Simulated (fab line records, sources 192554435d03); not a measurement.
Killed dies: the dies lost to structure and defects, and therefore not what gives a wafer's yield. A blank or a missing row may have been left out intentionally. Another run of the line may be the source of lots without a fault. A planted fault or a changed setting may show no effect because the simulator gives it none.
Chamber matching    flow n5-finfet    4 sister chambers for N5_MOL_CONTACT_COAG_ETCHBACK_134 on rie-diel-01
The step etches SiO2 in CHF3, target depth 10 nm, time 6.7 s. 22 wafers are shown with their chamber, then 11 later ones without.

WAFERS WITH THEIR CHAMBER
wafer   chamber  drypump-motor-current-A (A)  showerhead-plenum-p-Torr (Torr)  rf-vpp-V (V)
L075.2  0        5.9                          2.39                             510
L075.4  3        6.2                          2.55                             509
L075.5  1        5.1                          2.46                             521
L076.1  2        4.8                          2.29                             537
L076.3  1        5.0                          2.46                             522
L076.4  2        4.8                          2.29                             537
L077.1  3        6.1                          2.54                             509
L077.4  2        4.8                          2.29                             536
L077.6  3        6.1                          2.54                             510
L078.1  3        6.2                          2.54                             510
L078.3  1        5.1                          2.46                             524
L078.6  0        5.8                          2.39                             510
L082.1  0        5.8                          2.38                             510
L082.2  2        4.8                          2.28                             536
L082.6  1        5.1                          2.45                             522
L085.2  0        5.8                          2.38                             510
L085.3  1        5.1                          2.45                             521
L085.6  3        6.2                          2.54                             510
L088.1  0        5.8                          2.38                             510
L088.2  3        6.2                          2.53                             510
L088.5  0        5.8                          2.38                             511
L090.1  0        5.8                          2.37                             511

SIGNATURES (means of the wafers above)
reading                   chamber 0  chamber 1  chamber 2  chamber 3  scatter within a chamber
drypump-motor-current-A   5.814      5.080      4.800      6.167      0.0408
showerhead-plenum-p-Torr  2.3814     2.4560     2.2875     2.5400     0.00615
rf-vpp-V                  510.29     522.00     536.50     509.67     0.736
Rule: for a wafer and a chamber, the distance is found by dividing, reading by reading, the gap between the wafer's reading and the chamber's mean by the reading's scatter, squaring, summing and taking the root. If the next closest chamber is less than 2 further off than the closest, the wafer can't be placed; otherwise it belongs to the closest. How the scatter is found: for the shown wafers, subtract from each reading the mean of its chamber, square and add these, divide the total by (wafers less chambers), then take the root.

WAFERS WITH NO CHAMBER GIVEN
wafer   drypump-motor-current-A (A)  showerhead-plenum-p-Torr (Torr)  rf-vpp-V (V)
L090.3  5.1                          2.45                             523
L090.5  5.0                          2.45                             521
L094.2  5.1                          2.44                             521
L094.5  4.8                          2.27                             536
L094.6  5.1                          2.44                             521
L096.1  5.8                          2.37                             509
L096.2  4.8                          2.27                             536
L096.3  6.2                          2.53                             511
L097.1  6.2                          2.53                             509
L097.4  6.1                          2.53                             510
L097.5  4.8                          2.27                             535

CHAMBER TAKEN BY EACH
wafer   from the rows above  in truth
L090.3  1                    1
L090.5  1                    1
L094.2  1                    1
L094.5  2                    2
L094.6  1                    1
L096.1  0                    0
L096.2  2                    2
L096.3  3                    3
L097.1  3                    3
L097.4  3                    3
L097.5  2                    2
Correctly placed: 11 of 11. Number that these rows cannot place: 0. Wrongly placed: 0.
